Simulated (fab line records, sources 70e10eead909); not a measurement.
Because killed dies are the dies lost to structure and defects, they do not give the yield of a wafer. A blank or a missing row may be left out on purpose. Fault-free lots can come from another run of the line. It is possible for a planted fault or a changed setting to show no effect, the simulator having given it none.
Matching of chambers :: flow nandHarc :: NHARC_A_SLIT_ETCH_29 on rieDiel-11 has 4 sister chambers
The step etches the open film in CF4/O2, target depth 100 nm, overetch 10 nm, time 55 s. 18 wafers are shown with their chamber, then 9 later ones without.

## EACH WAFER AND ITS CHAMBER
wafer: L798.3
chamber: 2
showerheadPlenumPTorr (Torr): 1.35
rfVppV (V): 198.2
oesProductAu (a.u.): 0.996

wafer: L798.4
chamber: 3
showerheadPlenumPTorr (Torr): 1.29
rfVppV (V): 196.3
oesProductAu (a.u.): 1.019

wafer: L798.6
chamber: 1
showerheadPlenumPTorr (Torr): 1.36
rfVppV (V): 198.4
oesProductAu (a.u.): 0.993

wafer: L797.2
chamber: 2
showerheadPlenumPTorr (Torr): 1.35
rfVppV (V): 197.5
oesProductAu (a.u.): 1.010

wafer: L797.5
chamber: 2
showerheadPlenumPTorr (Torr): 1.35
rfVppV (V): 198.2
oesProductAu (a.u.): 1.013

wafer: L797.6
chamber: 3
showerheadPlenumPTorr (Torr): 1.29
rfVppV (V): 197.3
oesProductAu (a.u.): 1.020

wafer: L807.2
chamber: 1
showerheadPlenumPTorr (Torr): 1.36
rfVppV (V): 199.4
oesProductAu (a.u.): 0.996

wafer: L807.3
chamber: 0
showerheadPlenumPTorr (Torr): 1.27
rfVppV (V): 197.3
oesProductAu (a.u.): 0.999

wafer: L807.5
chamber: 1
showerheadPlenumPTorr (Torr): 1.36
rfVppV (V): 197.6
oesProductAu (a.u.): 0.990

wafer: L806.4
chamber: 3
showerheadPlenumPTorr (Torr): 1.29
rfVppV (V): 196.8
oesProductAu (a.u.): 1.004

wafer: L806.5
chamber: 3
showerheadPlenumPTorr (Torr): 1.29
rfVppV (V): 197.3
oesProductAu (a.u.): 1.002

wafer: L806.6
chamber: 2
showerheadPlenumPTorr (Torr): 1.35
rfVppV (V): 198.7
oesProductAu (a.u.): 1.002

wafer: L811.1
chamber: 3
showerheadPlenumPTorr (Torr): 1.29
rfVppV (V): 197.3
oesProductAu (a.u.): 1.004

wafer: L811.5
chamber: 3
showerheadPlenumPTorr (Torr): 1.29
rfVppV (V): 196.6
oesProductAu (a.u.): 1.009

wafer: L811.6
chamber: 0
showerheadPlenumPTorr (Torr): 1.27
rfVppV (V): 195.8
oesProductAu (a.u.): 1.000

wafer: L812.2
chamber: 3
showerheadPlenumPTorr (Torr): 1.29
rfVppV (V): 196.9
oesProductAu (a.u.): 0.999

wafer: L812.3
chamber: 0
showerheadPlenumPTorr (Torr): 1.27
rfVppV (V): 196.6
oesProductAu (a.u.): 1.013

wafer: L812.5
chamber: 2
showerheadPlenumPTorr (Torr): 1.34
rfVppV (V): 197.0
oesProductAu (a.u.): 1.001

SIGNATURES (averages over the wafers above)
reading: showerheadPlenumPTorr
chamber 0: 1.2700
chamber 1: 1.3600
chamber 2: 1.3480
chamber 3: 1.2900
scatter within a chamber: 0.00239

reading: rfVppV
chamber 0: 196.567
chamber 1: 198.467
chamber 2: 197.920
chamber 3: 196.929
scatter within a chamber: 0.625

reading: oesProductAu
chamber 0: 1.00400
chamber 1: 0.99300
chamber 2: 1.00440
chamber 3: 1.00814
scatter within a chamber: 0.00731
Rule: for each reading, subtract the chamber's mean from the wafer's reading, divide by that reading's scatter and square the result; add these up over the readings and take the root, which gives the wafer's distance from the chamber. If the next closest chamber is less than 2 further off than the closest, the wafer can't be placed; otherwise it belongs to the closest. The scatter: take each reading less its chamber's mean, square it, sum over the shown wafers, divide by the number of wafers less the number of chambers, and take the root.

## WAFERS WITHOUT THEIR CHAMBER
wafer: L814.1
showerheadPlenumPTorr (Torr): 1.36
rfVppV (V): 198.0
oesProductAu (a.u.): 0.992

wafer: L814.2
showerheadPlenumPTorr (Torr): 1.34
rfVppV (V): 197.3
oesProductAu (a.u.): 1.005

wafer: L814.5
showerheadPlenumPTorr (Torr): 1.34
rfVppV (V): 198.4
oesProductAu (a.u.): 1.005

wafer: L818.1
showerheadPlenumPTorr (Torr): 1.34
rfVppV (V): 198.5
oesProductAu (a.u.): 1.012

wafer: L818.2
showerheadPlenumPTorr (Torr): 1.27
rfVppV (V): 198.4
oesProductAu (a.u.): 0.995

wafer: L818.5
showerheadPlenumPTorr (Torr): 1.29
rfVppV (V): 196.4
oesProductAu (a.u.): 1.006

wafer: L819.1
showerheadPlenumPTorr (Torr): 1.29
rfVppV (V): 197.2
oesProductAu (a.u.): 0.989

wafer: L819.2
showerheadPlenumPTorr (Torr): 1.27
rfVppV (V): 195.8
oesProductAu (a.u.): 1.000

wafer: L819.3
showerheadPlenumPTorr (Torr): 1.34
rfVppV (V): 199.1
oesProductAu (a.u.): 1.015

## THE CHAMBER EACH PASSED THROUGH
wafer: L814.1
from the rows above: 1
in truth: 1

wafer: L814.2
from the rows above: 2
in truth: 2

wafer: L814.5
from the rows above: 2
in truth: 2

wafer: L818.1
from the rows above: 2
in truth: 2

wafer: L818.2
from the rows above: 0
in truth: 0

wafer: L818.5
from the rows above: 3
in truth: 3

wafer: L819.1
from the rows above: 3
in truth: 3

wafer: L819.2
from the rows above: 0
in truth: 0

wafer: L819.3
from the rows above: 2
in truth: 2
9 of 9 placed correctly. From these rows, 0 cannot be placed. 0 placed wrongly.
